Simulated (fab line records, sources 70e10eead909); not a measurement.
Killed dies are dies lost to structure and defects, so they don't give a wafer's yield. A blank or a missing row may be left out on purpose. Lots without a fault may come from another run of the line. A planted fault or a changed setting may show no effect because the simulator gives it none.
Which tool did it? | flow nand_harc | 12 lots, 36 wafers sampled, at 5 steps of a route of 1302

WHAT THE GAUGES READ, wafer by wafer
NHARC_END_SORT_01. Usual: defect_limited_yield 91.4 %, standard deviation 2.5; killed_at_array 54, standard deviation 17; killed_at_other 1.0, standard deviation 1.4; killed_at_periphery 3.6, standard deviation 2.1; killed_dies 58, standard deviation 17; killed_open 3.2, standard deviation 2; killed_short 2.5, standard deviation 1.5.
lot  | measured     | on        | defect_limited_yield (%) | killed_at_array | killed_at_other | killed_at_periphery | killed_dies | killed_open | killed_short | flag
L931 | day 28 08:09 | prober-01 | 93.4 90.1 91.3           | 36 58 52        | 4 7 3           | 5 2 4               | 45 67 59    | 3 2 3       | 2 3 1        |
L932 | day 28 10:52 | prober-02 | 90.4 93.1 91.0           | 59 42 57        | 2 0 0           | 4 5 4               | 65 47 61    | 3 1 0       | 1 4 3        |
L934 | day 30 00:46 | prober-02 | 91.6 90.0 90.5           | 56 68 63        | 0 0 0           | 1 0 1               | 57 68 64    | 1 1 4       | 3 3 1        |
L936 | day 30 14:54 | prober-01 | 87.7 91.6 90.1           | 77 51 61        | 1 0 0           | 5 6 6               | 83 57 67    | 4 5 2       | 2 3 3        |
L937 | day 31 03:02 | prober-01 | 93.8 91.9 94.2           | 32 48 33        | 0 1 1           | 10 6 5              | 42 55 39    | 3 2 2       | 2 6 6        |
L938 | day 31 02:09 | prober-02 | 88.8 90.3 88.9           | 68 64 72        | 0 0 2           | 8 2 1               | 76 66 75    | 0 1 3       | 5 0 2        |
L939 | day 32 20:53 | prober-01 | 94.2 95.7 94.7           | 34 25 32        | 2 1 1           | 3 3 3               | 39 29 36    | 6 3 4       | 5 2 6        |
L941 | day 33 05:17 | prober-02 | 86.7 90.4 86.4           | 85 61 88        | 0 0 0           | 5 4 4               | 90 65 92    | 4 6 4       | 1 0 3        |
L940 | day 33 05:29 | prober-01 | 90.7 90.1 90.3           | 57 57 63        | 2 2 1           | 4 8 2               | 63 67 66    | 2 3 3       | 2 2 0        |
L942 | day 33 12:15 | prober-02 | 94.8 95.3 95.3           | 32 24 28        | 0 5 2           | 3 3 2               | 35 32 32    | 6 5 3       | 4 4 5        |
L943 | day 34 07:01 | prober-01 | 89.1 89.2 90.8           | 73 70 57        | 1 0 0           | 0 3 5               | 74 73 62    | 3 3 7       | 1 4 4        |
L944 | day 34 07:03 | prober-02 | 88.9 85.2 86.9           | 72 97 85        | 0 1 1           | 3 2 3               | 75 100 89   | 3 5 0       | 5 2 4        |

WHICH TOOL RAN EACH LOT (tool, then ch and the chambers of the sampled wafers, then the start)
lot  | NHARC_P_CONTACT_ETCH_36                       | NHARC_P_CONTACT_STRIP_28           | NHARC_P_M0_SOFTBAKE_04            | NHARC_P_M0_ETCH_15
L931 | rie_diel-04 ch 1,2, day 9 22:59 or earlier    | rie_diel-12 ch 0,2,3, day 9 22:59  | litho_track-01 ch 0, day 10 01:00 | rie_diel-09 ch 0,2,3, day 28 08:09 or earlier
L932 | rie_diel-12 ch 0,2,3, day 10 11:22 or earlier | rie_diel-10 ch 2,3, day 10 11:22   | litho_track-01 ch 0, day 10 14:00 | rie_diel-09 ch 0,1,2, day 28 10:52 or earlier
L934 | rie_diel-04 ch 0,1, day 11 07:58 or earlier   | rie_diel-12 ch 1,3, day 11 07:58   | litho_track-04 ch 0, day 11 10:00 | rie_diel-09 ch 0,1,2, day 30 00:46 or earlier
L936 | rie_diel-10 ch 0,3, day 12 03:32 or earlier   | rie_diel-10 ch 0,2,3, day 12 03:32 | litho_track-04 ch 0, day 12 06:00 | rie_diel-09 ch 0,2,3, day 30 14:54 or earlier
L937 | rie_diel-10 ch 0,1,3, day 13 01:14 or earlier | rie_diel-04 ch 2,3, day 13 01:14   | litho_track-01 ch 0, day 13 03:00 | rie_diel-09 ch 0,2, day 31 03:02 or earlier
L938 | rie_diel-12 ch 0,2,3, day 13 04:59 or earlier | rie_diel-10 ch 0,1,2, day 13 04:59 | litho_track-04 ch 0, day 13 07:00 | rie_diel-09 ch 1,3, day 31 02:09 or earlier
L939 | rie_diel-04 ch 0,2,3, day 13 14:07 or earlier | rie_diel-12 ch 0,2,3, day 13 14:07 | litho_track-06 ch 0, day 13 16:00 | rie_diel-02 ch 0,1, day 32 20:53 or earlier
L941 | rie_diel-12 ch 0,1, day 14 06:58 or earlier   | rie_diel-10 ch 1,3, day 14 06:58   | litho_track-06 ch 0, day 14 09:00 | rie_diel-02 ch 0,1,2, day 33 05:17 or earlier
L940 | rie_diel-04 ch 0,2,3, day 14 07:52 or earlier | rie_diel-12 ch 0,2,3, day 14 07:52 | litho_track-01 ch 0, day 14 10:00 | rie_diel-02 ch 0,3, day 33 05:29 or earlier
L942 | rie_diel-12 ch 1,2,3, day 15 03:43 or earlier | rie_diel-10 ch 0,1,3, day 15 03:43 | litho_track-04 ch 0, day 15 06:00 | rie_diel-02 ch 1,3, day 33 12:15 or earlier
L943 | rie_diel-12 ch 1,2,3, day 15 08:56 or earlier | rie_diel-10 ch 0,1, day 15 08:56   | litho_track-06 ch 0, day 15 11:00 | rie_diel-09 ch 0,1, day 34 07:01 or earlier
L944 | rie_diel-10 ch 0,1,2, day 15 22:17 or earlier | rie_diel-12 ch 1,2,3, day 15 22:17 | litho_track-04 ch 0, day 16 00:00 | rie_diel-09 ch 1,3, day 34 07:03 or earlier
- NHARC_P_CONTACT_ETCH_36: etches the open film in N2/H2, target depth 260 nm, time 406.25 s.
- NHARC_P_CONTACT_STRIP_28: strips in O2.
- NHARC_P_M0_SOFTBAKE_04: time 55 s.
- NHARC_P_M0_ETCH_15: etches the open film in C4F8/Ar, target depth 150 nm, overetch 15 nm, time 82.5 s.

WHAT THE TOOLS THEMSELVES READ (means of the sampled wafers that have a number; where no wafer has one, the mark that the record gives instead)
NHARC_P_CONTACT_ETCH_36. Usual: drypump_motor_current_A 5.8 A, standard deviation 0.51; oes_product_au 0.999 a.u., standard deviation 0.0097; rf_vpp_V 431.4 V, standard deviation 2.5; showerhead_plenum_p_Torr 2.07 Torr, standard deviation 0.084; throttle_valve_pct 14.171 %, standard deviation 0.0087.
lot  | tool        | drypump_motor_current_A (A) | oes_product_au (a.u.) | rf_vpp_V (V) | showerhead_plenum_p_Torr (Torr) | throttle_valve_pct (%) | flag
L931 | rie_diel-04 | 5.5                         | 0.998                 | 432.0        | 2.10                            | 14.179                 |
L932 | rie_diel-12 | 5.8                         | 1.006                 | 429.1        | 2.02                            | 14.167                 |
L934 | rie_diel-04 | 5.6                         | 1.000                 | 433.1        | 2.12                            | 14.169                 |
L936 | rie_diel-10 | 6.2                         | 1.017                 | 432.6        | 2.12                            | 14.178                 |
L937 | rie_diel-10 | 5.8                         | 0.994                 | 431.6        | 2.10                            | 14.163                 |
L938 | rie_diel-12 | 5.8                         | 0.999                 | 430.1        | 2.02                            | 14.165                 |
L939 | rie_diel-04 | 5.8                         | 1.006                 | 434.4        | 2.18                            | 14.173                 |
L941 | rie_diel-12 | 5.7                         | 0.997                 | 432.0        | 2.10                            | 14.166                 |
L940 | rie_diel-04 | 5.8                         | 1.010                 | 434.7        | 2.18                            | 14.183                 |
L942 | rie_diel-12 | 6.0                         | 1.000                 | 430.2        | 2.03                            | 14.176                 |
L943 | rie_diel-12 | 6.1                         | 0.994                 | 430.6        | 2.03                            | 14.168                 |
L944 | rie_diel-10 | 5.6                         | 1.002                 | 432.1        | 2.12                            | 14.164                 |

NHARC_P_CONTACT_STRIP_28. Usual: drypump_motor_current_A 5.8 A, standard deviation 0.47; oes_product_au 0.998 a.u., standard deviation 0.01; rf_vpp_V 57.9 V, standard deviation 0.93; showerhead_plenum_p_Torr 3.59 Torr, standard deviation 0.14; throttle_valve_pct 17.037 %, standard deviation 0.0088.
lot  | tool        | drypump_motor_current_A (A) | oes_product_au (a.u.) | rf_vpp_V (V) | showerhead_plenum_p_Torr (Torr) | throttle_valve_pct (%) | flag
L931 | rie_diel-12 | 5.8                         | 1.001                 | 58.4         | 3.49                            | 17.032                 |
L932 | rie_diel-10 | 5.8                         | 0.991                 | 57.3         | 3.46                            | 17.046                 |
L934 | rie_diel-12 | 6.5                         | 1.005                 | 58.2         | 3.52                            | 17.037                 |
L936 | rie_diel-10 | 6.0                         | 1.001                 | 57.8         | 3.55                            | 17.035                 |
L937 | rie_diel-04 | 5.5                         | 1.005                 | 58.4         | 3.74                            | 17.030                 |
L938 | rie_diel-10 | 5.6                         | 0.997                 | 57.5         | 3.66                            | 17.035                 |
L939 | rie_diel-12 | 5.8                         | 0.997                 | 58.3         | 3.49                            | 17.038                 |
L941 | rie_diel-10 | 5.7                         | 0.993                 | 57.3         | 3.49                            | 17.043                 |
L940 | rie_diel-12 | 5.8                         | 1.000                 | 57.1         | 3.49                            | 17.035                 |
L942 | rie_diel-10 | 5.8                         | 0.993                 | 58.4         | 3.62                            | 17.032                 |
L943 | rie_diel-10 | 5.8                         | 1.002                 | 58.7         | 3.75                            | 17.046                 |
L944 | rie_diel-12 | 6.1                         | 0.994                 | 58.0         | 3.50                            | 17.044                 |

NHARC_P_M0_SOFTBAKE_04. Usual: heater_power_total_W 188.47 W, standard deviation 0.14.
lot  | tool           | heater_power_total_W (W) | flag
L931 | litho_track-01 | 186.05                   | OFF
L932 | litho_track-01 | 186.11                   | OFF
L934 | litho_track-04 | 188.42                   |
L936 | litho_track-04 | 188.52                   |
L937 | litho_track-01 | 188.51                   |
L938 | litho_track-04 | 188.49                   |
L939 | litho_track-06 | 188.49                   |
L941 | litho_track-06 | 188.62                   |
L940 | litho_track-01 | 188.32                   |
L942 | litho_track-04 | 188.54                   |
L943 | litho_track-06 | 188.43                   |
L944 | litho_track-04 | 188.51                   |

NHARC_P_M0_ETCH_15. Usual: oes_product_au 0.956 a.u., standard deviation 0.019; rf_vpp_V 441 V, standard deviation 3.1.
lot  | tool        | oes_product_au (a.u.) | rf_vpp_V (V) | flag
L931 | rie_diel-09 | 0.940                 | 439          |
L932 | rie_diel-09 | 0.956                 | 439          |
L934 | rie_diel-09 | 0.937                 | 438          |
L936 | rie_diel-09 | 0.965                 | 439          |
L937 | rie_diel-09 | 0.967                 | 436          |
L938 | rie_diel-09 | 0.960                 | 443          |
L939 | rie_diel-02 | 0.946                 | 442          |
L941 | rie_diel-02 | 0.924                 | 441          |
L940 | rie_diel-02 | 0.978                 | 441          |
L942 | rie_diel-02 | 0.931                 | 442          |
L943 | rie_diel-09 | 0.946                 | 440          |
L944 | rie_diel-09 | 0.969                 | 442          |

THE ANSWER, worked out from the rows above alone
Rule: a lot is off if the mean of its wafers that have a number lies more than 3 standard deviations from the usual mean. A lot without any number at a reading at which 4 lots or more have one is off too. The other lots that the step has rows for count as sound. The gauges are gone through in route order, then the tools' own readings, and for those a lot's mean is taken as printed above. The first step at which some lot is off is used, and at that step the reading that is off furthest; a lot without a number counts as furthest.
Off: L931, L932, at NHARC_P_M0_SOFTBAKE_04 (heater_power_total_W).
A tool fits if, at that step or a process step before it, it ran every lot that is off, and no sound lot after the first of them. NHARC_P_CONTACT_ETCH_36 gives no start for some lots, so the hours and the order of its lots are those of NHARC_P_CONTACT_STRIP_28. None of those tried fits.

WHAT THE SIMULATOR HAD PUT IN
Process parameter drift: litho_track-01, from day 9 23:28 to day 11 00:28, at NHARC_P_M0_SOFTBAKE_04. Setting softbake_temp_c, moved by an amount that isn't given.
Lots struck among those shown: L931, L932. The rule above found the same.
